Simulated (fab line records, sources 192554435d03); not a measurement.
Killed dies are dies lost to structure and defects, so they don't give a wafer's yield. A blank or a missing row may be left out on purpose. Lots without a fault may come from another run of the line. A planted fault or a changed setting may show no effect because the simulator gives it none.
fab line records | flow n5_finfet
record lots=7 wafers=21 last_day=17
route steps=1938 shown BEOL_M3@999 BEOL_M4@1111 PASSIVATION@1936
lots that met no fault: from a run of the same line without faults
start_h: hours from the record's first day to the start of the lot's first wafer shown | wait_h: hours since the lot's step before | " the same as in the row above | L1.1+2: a row that stands for several wafers | - no value, or no start given | * or withheld: withheld | < > ~ a bound
route shown NAME@n: a module of which the file shows steps, and the number in the route of the first | usual: mean/standard deviation of fault-free wafers | same: alike in all rows | chamber/n: place in a boat | sites: the reading at each site | _std_site: their standard deviation | _edge_site: outer sites' mean less inner sites' | radius_mm: how far each site lies from the wafer's centre | mask NAME#n: copy n | behind: the tool/chamber that last shaped the wafer | hold: why the lot was held/for how many hours/how that ended | device: the transistor (n, p or np) that didn't switch | end of line: the same wafers' tests at the end of the route | a step without rows: its recipe alone | killed: dies lost to structure and defects at the first sort, not the wafer's yield | map: a wafer's dies, x killed, . not, _ none there
set.NAME: the setting as run; set.NAME@STEP: as run at that earlier step | model.NAME: the simulator's own value behind a step, which no gauge read
lots at some steps of the route; a table a step, a row a wafer
services: from which hour (start_h, from the record's first day; less than 0 if before it) a tool's chamber was out of use, for how many hours, and why
## steps
# step N5_BEOL_M3_ANNEAL_82
# recipe temp_c=400 time_s=240 ambient=vacuum
# step N5_BEOL_M3_SPUTTER_86
# recipe material=Cu target_thk_a=45 temp_c=-20 chamber_pressure_pa=0.07 power_w=withheld time_s=8.29
# step N5_BEOL_M3_ANNEAL_87
# recipe temp_c=400 time_s=240 ambient=vacuum
# step N5_BEOL_M3_SPUTTER_88
# recipe material=Cu target_thk_a=45 temp_c=-20 chamber_pressure_pa=0.07 power_w=withheld time_s=8.29
# step N5_BEOL_M3_ANNEAL_89
# recipe temp_c=400 time_s=240 ambient=vacuum
# step N5_BEOL_M3_SPUTTER_90
# recipe material=Cu target_thk_a=45 temp_c=-20 chamber_pressure_pa=0.07 power_w=withheld time_s=8.29
# usual throttle_valve_pct=30.0/1.1
# columns lot.wafer tool chamber start_h wait_h throttle_valve_pct
L848.2 pvd_sputter-03 - 158.18 0.1 29.8
L848.3 " - " " 32.0
L848.5 " - " " 30.5
L854.1 pvd_sputter-01 - 198.44 0.1 29.3
L854.3 " - " " 30.3
L854.5 " - " " 30.3
L857.2 pvd_sputter-03 - 222.35 0.1 29.5
L857.3 " - " " 31.7
L857.6 " - " " 29.6
L860.1 pvd_sputter-03 - 231.39 0.1 28.6
L860.4 " - " " 30.5
L860.6 " - " " 30.7
L862.1 pvd_sputter-03 - 245.28 0.1 31.7
L862.2 " - " " 30.3
L862.5 " - " " 31.9
L864.1 pvd_sputter-03 - 264.94 0.1 29.4
L864.3 " - " " 31.9
L864.5 " - " " 30.8
L868.1 pvd_sputter-03 - 277.99 0.1 29.5
L868.5 " - " " 31.8
L868.6 " - " " 30.6
# step N5_BEOL_M3_ANNEAL_91
# recipe temp_c=400 time_s=240 ambient=vacuum
# step N5_BEOL_M3_SPUTTER_92
# recipe material=Cu target_thk_a=45 temp_c=-20 chamber_pressure_pa=0.07 power_w=withheld time_s=8.29
# step N5_BEOL_M3_ANNEAL_93
# recipe temp_c=400 time_s=240 ambient=vacuum
# usual heater_power_w=831/62
# columns lot.wafer tool chamber start_h wait_h heater_power_w
L848.2 pvd_sputter-03 - 158.48 0.0 881
L848.3 " - " " 785
L848.5 " - " " 770
L854.1 pvd_sputter-01 - 198.74 0.0 735
L854.3 " - " " 981
L854.5 " - " " 961
L857.2 pvd_sputter-03 - 222.65 0.0 911
L857.3 " - " " 797
L857.6 " - " " 875
L860.1 pvd_sputter-03 - 231.69 0.0 791
L860.4 " - " " 787
L860.6 " - " " 777
L862.1 pvd_sputter-03 - 245.58 0.0 809
L862.2 " - " " 793
L862.5 " - " " 784
L864.1 pvd_sputter-03 - 265.24 0.0 860
L864.3 " - " " 813
L864.5 " - " " 803
L868.1 pvd_sputter-03 - 278.29 0.0 871
L868.5 " - " " 788
L868.6 " - " " 788
# step N5_BEOL_M3_SPUTTER_94
# recipe material=Cu target_thk_a=45 temp_c=-20 chamber_pressure_pa=0.07 power_w=withheld time_s=8.29
# usual throttle_valve_pct=29.9/1.1
# columns lot.wafer tool chamber start_h wait_h throttle_valve_pct
L848.2 pvd_sputter-03 - 158.62 0.1 29.5
L848.3 " - " " 31.9
L848.5 " - " " 30.5
L854.1 pvd_sputter-01 - 198.88 0.1 29.4
L854.3 " - " " 30.3
L854.5 " - " " 30.0
L857.2 pvd_sputter-03 - 222.79 0.1 29.7
L857.3 " - " " 31.6
L857.6 " - " " 29.5
L860.1 pvd_sputter-03 - 231.83 0.1 28.7
L860.4 " - " " 30.5
L860.6 " - " " 30.5
L862.1 pvd_sputter-03 - 245.72 0.1 31.9
L862.2 " - " " 30.7
L862.5 " - " " 31.8
L864.1 pvd_sputter-03 - 265.38 0.1 29.7
L864.3 " - " " 31.9
L864.5 " - " " 30.7
L868.1 pvd_sputter-03 - 278.43 0.1 29.6
L868.5 " - " " 32.0
L868.6 " - " " 30.6
# step N5_BEOL_M3_ANNEAL_95
# recipe temp_c=400 time_s=240 ambient=vacuum
# step N5_BEOL_M3_SPUTTER_96
# recipe material=Cu target_thk_a=45 temp_c=-20 chamber_pressure_pa=0.07 power_w=withheld time_s=8.29
# usual throttle_valve_pct=29.9/1
# columns lot.wafer tool chamber start_h wait_h throttle_valve_pct
L848.2 pvd_sputter-03 - 158.84 0.1 29.6
L848.3 " - " " 31.9
L848.5 " - " " 30.6
L854.1 pvd_sputter-01 - 199.10 0.1 29.6
L854.3 " - " " 30.2
L854.5 " - " " 30.2
L857.2 pvd_sputter-03 - 223.01 0.1 29.4
L857.3 " - " " 31.8
L857.6 " - " " 29.7
L860.1 pvd_sputter-03 - 232.05 0.1 28.8
L860.4 " - " " 30.4
L860.6 " - " " 30.8
L862.1 pvd_sputter-03 - 245.94 0.1 31.5
L862.2 " - " " 30.7
L862.5 " - " " 31.8
L864.1 pvd_sputter-03 - 265.60 0.1 29.7
L864.3 " - " " 31.9
L864.5 " - " " 30.7
L868.1 pvd_sputter-03 - 278.65 0.1 29.6
L868.5 " - " " 31.9
L868.6 " - " " 30.6
# step N5_BEOL_M3_ECD_50
# recipe material=Cu target_thk_a=3000
# columns lot.wafer tool chamber start_h wait_h model.Cu_of_BEOL_M3_ECD_50.thk_nm
L848.2 ecd_cu-02 0 158.96 0.1 294
L848.3 " 0 " " 299.8
L848.5 " 0 " " 295.2
L854.1 ecd_cu-01 1 199.22 0.1 304
L854.3 " 0 " " 301.8
L854.5 " 0 " " 300.2
L857.2 ecd_cu-02 1 223.12 0.1 298.4
L857.3 " 0 " " 294
L857.6 " 1 " " 298
L860.1 ecd_cu-01 0 232.17 0.1 301
L860.4 " 1 " " 304
L860.6 " 1 " " 298.6
L862.1 ecd_cu-01 1 246.06 0.1 294
L862.2 " 0 " " 579
L862.5 " 0 " " 586.2
L864.1 ecd_cu-01 0 265.72 0.1 297.4
L864.3 " 0 " " 588.2
L864.5 " 0 " " 584
L868.1 ecd_cu-01 0 278.77 0.1 302.8
L868.5 " 1 " " 589.8
L868.6 " 0 " " 303.8
# step N5_BEOL_M3_ANNEAL_51
# recipe temp_c=225 time_s=90 ambient=N2
# usual anneal_temp_c=225.01/0.17 wafer_temp_C_max=226.02/0.27
# columns lot.wafer tool chamber start_h wait_h anneal_temp_c wafer_temp_C_max
L848.2 rtp_anneal-02 0 159.08 0.1 224.76 226.72
L848.3 " 0 " " 225.04 226.27
L848.5 " 0 " " 225.14 226.45
L854.1 rtp_anneal-01 0 199.30 0.1 224.98 225.82
L854.3 " 0 " " 225.08 225.78
L854.5 " 0 " " 224.90 226.10
L857.2 rtp_anneal-01 0 223.25 0.1 224.93 226.12
L857.3 " 0 " " 224.99 225.86
L857.6 " 0 " " 225.18 226.44
L860.1 rtp_anneal-02 0 232.25 0.1 224.90 225.92
L860.4 " 0 " " 224.73 225.96
L860.6 " 0 " " 224.76 226.02
L862.1 rtp_anneal-01 0 246.14 0.1 224.98 226.35
L862.2 " 0 " " 224.79 226.01
L862.5 " 0 " " 224.87 225.69
L864.1 rtp_anneal-02 0 265.79 0.1 224.83 226.08
L864.3 " 0 " " 225.00 226.46
L864.5 " 0 " " 224.93 226.06
L868.1 rtp_anneal-01 0 278.85 0.1 225.02 226.14
L868.5 " 0 " " 225.01 225.91
L868.6 " 0 " " 224.91 225.98
# step N5_BEOL_M3_CMP_52
# recipe stop_on=SiOC t_overpolish_s=6.8 down_force_psi=1 platen_rpm=50 clearing_platen_down_force_psi=1.5 clearing_platen_rpm=50 post_cmp_clean=cu_alkaline target_thk_nm=40 clearing_platen_pad_velocity_m_s=0.99484 pad_velocity_m_s=0.99484
# usual motor_current_A=6.1/0.47 time_to_endpoint_s=62.4/2.6
# columns lot.wafer tool chamber start_h wait_h motor_current_A time_to_endpoint_s
L848.3 cmp-04 2 159.37 0.2 6.2 61.8
L848.2 " 0 " " 6.1 61.4
L848.5 " 1 " " 5.8 60.8
L854.1 cmp-04 1 199.61 0.3 5.9 62.1
L854.3 " 3 " " 6.1 62.0
L854.5 " 1 " " 5.7 59.9
L857.3 cmp-03 1 223.65 0.3 6.2 57.6
L857.2 " 3 " " 5.8 61.6
L857.6 " 1 " " 6.3 60.3
L860.4 cmp-04 3 232.55 0.1 6.0 66.0
L860.1 " 1 " " 5.6 64.8
L860.6 " 0 " " 6.6 64.1
L862.2 cmp-01 3 246.43 0.2 5.9 123.0
L862.1 " 0 " " 6.3 65.0
L862.5 " 0 " " 6.5 125.8
L864.1 cmp-01 0 266.09 0.3 6.5 62.3
L864.3 " 2 " " 5.3 115.3
L864.5 " 0 " " 6.3 121.4
L868.1 cmp-03 3 279.23 0.3 5.7 63.1
L868.5 " 1 " " 6.4 121.8
L868.6 " 2 " " 6.3 67.6
# step N5_BEOL_M3_THK_MEAS_53
# recipe thk_meas_gauge=xrf reads=Cu_of_BEOL_M3_ECD_50
# usual M3_THK=40.8/1.4
# columns lot.wafer tool chamber start_h wait_h M3_THK[nm]
L848.2 film_metro-02 - 159.63 - 40.4
L848.3 " - " " 40.4
L848.5 " - " " 41.3
L854.1 film_metro-02 - 199.90 - 39.0
L854.3 " - " " 38.0
L854.5 " - " " 39.7
L857.2 film_metro-01 - 223.95 - 41.0
L857.3 " - " " 39.1
L857.6 " - " " 40.5
L860.1 film_metro-02 - 232.84 - 40.3
L860.4 " - " " 41.0
L860.6 " - " " 43.0
L862.1 film_metro-01 - 246.73 - 40.9
L862.2 " - " " 41.3
L862.5 " - " " 42.0
L864.1 film_metro-02 - 266.39 - 41.9
L864.3 " - " " 40.7
L864.5 " - " " 41.8
L868.1 film_metro-01 - 279.46 0.2 40.6
L868.5 " - " " 43.1
L868.6 " - " " 43.2
# step N5_BEOL_M4_RC_MEAS_101
# usual DIBL_N=36.0/1.7 DIBL_P=36.0/2 IOFF_N=0.156/0.028 IOFF_P=0.21/0.04 ION_N=673/12 ION_P=463/8.3 SS_N=71.4/0.6 SS_P=73.3/0.66 VT_N=250/3 VT_P=-250/3.8
# columns lot.wafer tool chamber start_h wait_h DIBL_N[mV/V] DIBL_P[mV/V] IOFF_N[nA/um] IOFF_P[nA/um] ION_N[uA/um] ION_P[uA/um] SS_N[mV/dec] SS_P[mV/dec] VT_N[mV] VT_P[mV]
L848.2 prober-02 0 169.46 0.2 32.8 32.6 0.114 0.14 664 451 71.0 71.6 255 -259
L848.3 " 0 " " 34.9 35.6 0.151 0.18 692 466 71.0 73.7 250 -253
L848.5 " 0 " " 33.6 35.5 0.134 0.17 675 458 70.9 73.3 252 -254
L854.1 prober-02 0 207.88 0.0 37.3 35.2 0.166 0.20 661 455 72.5 73.8 252 -251
L854.3 " 0 " " 36.4 35.3 0.167 0.21 680 473 71.4 74.1 249 -250
L854.5 " 0 " " 36.3 35.7 0.160 0.22 676 468 70.8 74.0 251 -248
L857.2 prober-01 0 236.28 0.2 35.0 33.1 0.144 0.19 672 462 71.6 73.4 252 -250
L857.3 " 0 " " 38.2 37.6 0.206 0.27 690 476 73.0 74.1 246 -246
L857.6 " 0 " " 36.8 36.5 0.187 0.26 696 485 71.3 73.8 244 -246
L860.1 prober-01 0 244.96 0.0 36.6 36.7 0.176 0.22 683 466 71.8 72.6 246 -251
L860.4 " 0 " " 35.9 35.5 0.157 0.21 675 461 70.7 72.9 250 -250
L860.6 " 0 " " 35.3 34.6 0.143 0.19 662 451 71.7 72.9 252 -252
L862.1 prober-02 0 262.81 0.0 39.2 41.1 0.209 0.28 674 460 71.7 74.3 248 -247
L862.2 " 0 " " 35.4 36.7 0.132 0.20 661 461 70.5 73.8 255 -251
L862.5 " 0 " " 41.7 44.8 0.276 0.36 692 469 72.7 75.1 244 -243
L864.1 prober-01 0 275.71 0.0 35.7 36.7 0.141 0.18 662 453 72.3 73.5 254 -254
L864.3 " 0 " " 35.4 36.5 0.145 0.18 663 449 71.9 73.8 252 -253
L864.5 " 0 " " 37.9 38.8 0.180 0.21 670 445 72.7 74.4 251 -254
L868.1 prober-01 0 298.51 0.0 33.8 32.2 0.107 0.14 638 443 71.5 72.4 257 -259
L868.5 " 0 " " 33.1 31.8 0.107 0.13 661 452 71.0 71.8 255 -258
L868.6 " 0 " " 36.6 36.4 0.147 0.18 663 455 71.3 73.4 253 -255
# step N5_PASSIVATION_PROBE_49
# usual defect_limited_yield=91.6/1.6 killed_at_M0_to_M3=31/10 killed_at_M4_up=14/6.3 killed_at_contacts=12/6.1 killed_at_front_end=39/12 killed_at_other=3.7/2.8 killed_dies=100/19 killed_open=66/14 killed_short=33/8.1 sort_bin_4_leakage=0.00/0.014 sort_bin_5_function=5.0/1.1 sort_bin_6_memory=3.2/0.66 sort_bin_8_speed=0.01/0.077 sort_n_pass=1080/18 sort_yield_pct=91.6/1.6
# same gross_dies=1180 killed_at_back_side=0
# columns lot.wafer tool chamber start_h wait_h defect_limited_yield[%] killed_at_M0_to_M3 killed_at_M4_up killed_at_contacts killed_at_front_end killed_at_other killed_dies killed_open killed_short sort_bin_4_leakage[%] sort_bin_5_function[%] sort_bin_6_memory[%] sort_bin_8_speed[%] sort_n_pass sort_yield_pct[%]
L848.2 prober-01 - 264.12 0.1 92.7 24 7 14 40 1 86 61 25 0 4.1 3.1 0 1094 92.7
L848.3 prober-01 - 264.17 0.1 91.4 34 7 11 47 2 101 71 29 0 4.8 3.5 0 1079 91.4
L848.5 prober-01 - 264.27 0.2 91.9 37 13 22 22 2 96 65 31 0 4.7 3.2 0 1084 91.9
L854.1 prober-01 - 314.20 0.0 91.6 29 13 11 44 2 99 67 32 0 4.8 3.5 0 1081 91.6
L854.3 prober-01 - 314.30 0.1 90.5 49 19 9 35 0 112 71 39 0 6.0 3.3 0 1068 90.5
L854.5 prober-01 - 314.40 0.2 91.2 28 11 14 51 0 104 73 30 0 4.2 3.9 0 1076 91.2
L857.2 prober-01 - 339.29 0.1 92.0 34 16 14 20 10 94 62 31 0 4.2 3.6 0 1086 92.0
L857.3 prober-01 - 339.34 0.1 90.8 32 19 8 38 12 109 67 36 0 5.3 3.3 0 1071 90.8
L857.6 prober-01 - 339.49 0.3 92.5 18 20 9 38 3 88 53 35 0 3.8 3.3 0 1092 92.5
L860.1 prober-02 - 347.30 0.0 90.5 49 20 15 25 3 112 74 37 0 5.6 3.7 0 1068 90.5
L860.4 prober-02 - 347.45 0.2 93.1 31 13 8 26 4 82 54 28 0 4.1 2.5 0 1098 93.1
L860.6 prober-02 - 347.55 0.3 92.8 19 14 7 43 2 85 58 27 0 4.7 2.1 0 1095 92.8
# killed by level:class
L848.2 FIN_SAQP:geometric_particle:open=14 MOL_CONTACT_COAG:geometric_particle:open=13 DUMMY_GATE:geometric_particle:open=7 BEOL_M2:geometric_particle:open=6 BEOL_M3:geometric_particle:open=6 FIN_SAQP:geometric_particle:short=5 STI_FIN_REVEAL:geometric_particle:open=4 STARTING-WAFER:geometric_particle:short=3
L848.3 FIN_SAQP:geometric_particle:open=15 STI_FIN_REVEAL:geometric_particle:open=10 MOL_CONTACT_COAG:geometric_particle:open=8 BEOL_M1:geometric_particle:open=8 BEOL_M2:geometric_particle:open=8 BEOL_M3:geometric_particle:open=5 FIN_SAQP:geometric_particle:short=4 BEOL_M0_SAQP:geometric_particle:short=4
L848.5 MOL_CONTACT_COAG:geometric_particle:open=14 BEOL_M2:geometric_particle:open=10 MOL_CONTACT_COAG:geometric_particle:short=8 BEOL_M0_SAQP:geometric_particle:short=7 BEOL_M1:geometric_particle:open=6 BEOL_M3:geometric_particle:open=5 FIN_SAQP:geometric_particle:open=4 STI_FIN_REVEAL:geometric_particle:open=4
L854.1 FIN_SAQP:geometric_particle:open=10 BEOL_M0_SAQP:geometric_particle:open=8 STI_FIN_REVEAL:geometric_particle:open=7 BEOL_M0_SAQP:geometric_particle:short=7 FIN_SAQP:geometric_particle:short=6 MOL_CONTACT_COAG:geometric_particle:open=6 BEOL_M2:geometric_particle:open=6 MOL_CONTACT_COAG:geometric_particle:short=5
L854.3 BEOL_M0_SAQP:geometric_particle:short=11 BEOL_M0_SAQP:geometric_particle:open=11 FIN_SAQP:geometric_particle:short=10 BEOL_M2:geometric_particle:open=9 BEOL_M4:geometric_particle:open=8 MOL_CONTACT_COAG:geometric_particle:open=7 BEOL_M1:geometric_particle:open=6 FIN_SAQP:geometric_particle:open=5
L854.5 FIN_SAQP:geometric_particle:open=16 MOL_CONTACT_COAG:geometric_particle:open=12 FIN_SAQP:geometric_particle:short=10 BEOL_M2:geometric_particle:open=10 BEOL_M0_SAQP:geometric_particle:open=8 GATE_CUT:geometric_particle:short=7 DUMMY_GATE:geometric_particle:open=4 GATE_CUT:geometric_particle:open=4
L857.2 BEOL_M2:geometric_particle:open=17 MOL_CONTACT_COAG:geometric_particle:open=11 BEOL_M4:geometric_particle:open=7 GATE_CUT:geometric_particle:short=5 FIN_SAQP:geometric_particle:short=3 MOL_CONTACT_COAG:geometric_particle:short=3 BEOL_M0_SAQP:geometric_particle:open=3 BEOL_M0:geometric_particle:open=3
L857.3 BEOL_M2:geometric_particle:open=10 BEOL_M4:geometric_particle:open=9 FIN_SAQP:geometric_particle:short=7 FIN_SAQP:geometric_particle:open=7 MOL_CONTACT_COAG:geometric_particle:open=7 DUMMY_GATE:geometric_particle:open=5 BEOL_M1:geometric_particle:open=5 HKMG_FIN:area_etch=5
L857.6 BEOL_M4:geometric_particle:open=10 FIN_SAQP:geometric_particle:short=9 FIN_SAQP:geometric_particle:open=7 STI_FIN_REVEAL:geometric_particle:open=6 MOL_CONTACT_COAG:geometric_particle:open=5 BEOL_M2:geometric_particle:open=5 GATE_CUT:geometric_particle:short=4 MOL_CONTACT_COAG:geometric_particle:short=4
L860.1 MOL_CONTACT_COAG:geometric_particle:open=10 BEOL_M0_SAQP:geometric_particle:open=9 BEOL_M1:geometric_particle:open=9 BEOL_M1:geometric_particle:short=8 BEOL_M4:geometric_particle:open=8 BEOL_M2:geometric_particle:open=7 BEOL_M0_SAQP:geometric_particle:short=6 MOL_CONTACT_COAG:geometric_particle:short=5
L860.4 MOL_CONTACT_COAG:geometric_particle:open=8 BEOL_M0_SAQP:geometric_particle:short=8 ILD0:geometric_particle:open=6 BEOL_M0_SAQP:geometric_particle:open=6 BEOL_M4:geometric_particle:open=6 FIN_SAQP:geometric_particle:open=5 BEOL_M1:geometric_particle:open=5 BEOL_M1:geometric_particle:short=4
L860.6 DUMMY_GATE:geometric_particle:open=9 FIN_SAQP:geometric_particle:short=7 STI_FIN_REVEAL:geometric_particle:open=6 ILD0:geometric_particle:open=6 MOL_CONTACT_COAG:geometric_particle:open=6 FIN_SAQP:geometric_particle:open=5 BEOL_M2:geometric_particle:open=5 BEOL_M0_SAQP:geometric_particle:open=4
## services
# columns tool chamber start_h hours kind
cmp-03 - 141.38 0.2 repair
cmp-04 - 152.57 1.3 repair
ecd_cu-02 - 152.82 1.5 repair
cmp-04 - 176.96 4.8 pm
ecd_cu-01 - 185.41 3.5 repair
cmp-03 - 219.00 2.2 repair
cmp-01 - 221.34 4.7 pm
cmp-04 - 223.57 4.0 pm
cmp-04 - 227.57 - consumable_replace:conditioner
cmp-04 - 227.57 - consumable_replace:pad
ecd_cu-02 - 228.96 1.5 repair
cmp-04 - 247.54 5.0 repair
## key
first_sign step=N5_BEOL_M3_CMP_52 reading=time_to_endpoint_s direction=up sigmas=23 usual=* struck=*
effect none on later readings
model_effect step=N5_BEOL_M3_ECD_50 value=Cu_of_BEOL_M3_ECD_50.thk_nm without=301.5 struck=585.4
met_at N5_BEOL_M3_ECD_50
struck_wafers L862.2,L862.5,L864.3,L864.5,L868.5
onset_between 232.17 246.06
fault kind=process_parameter_drift tool=ecd_cu-01 chamber=- onset_h=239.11 steps=N5_BEOL_M3_ECD_50 channel=target_thk_a offset=* shape=step end_h=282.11 scope=struck_wafers_only acts_in=* stated=*
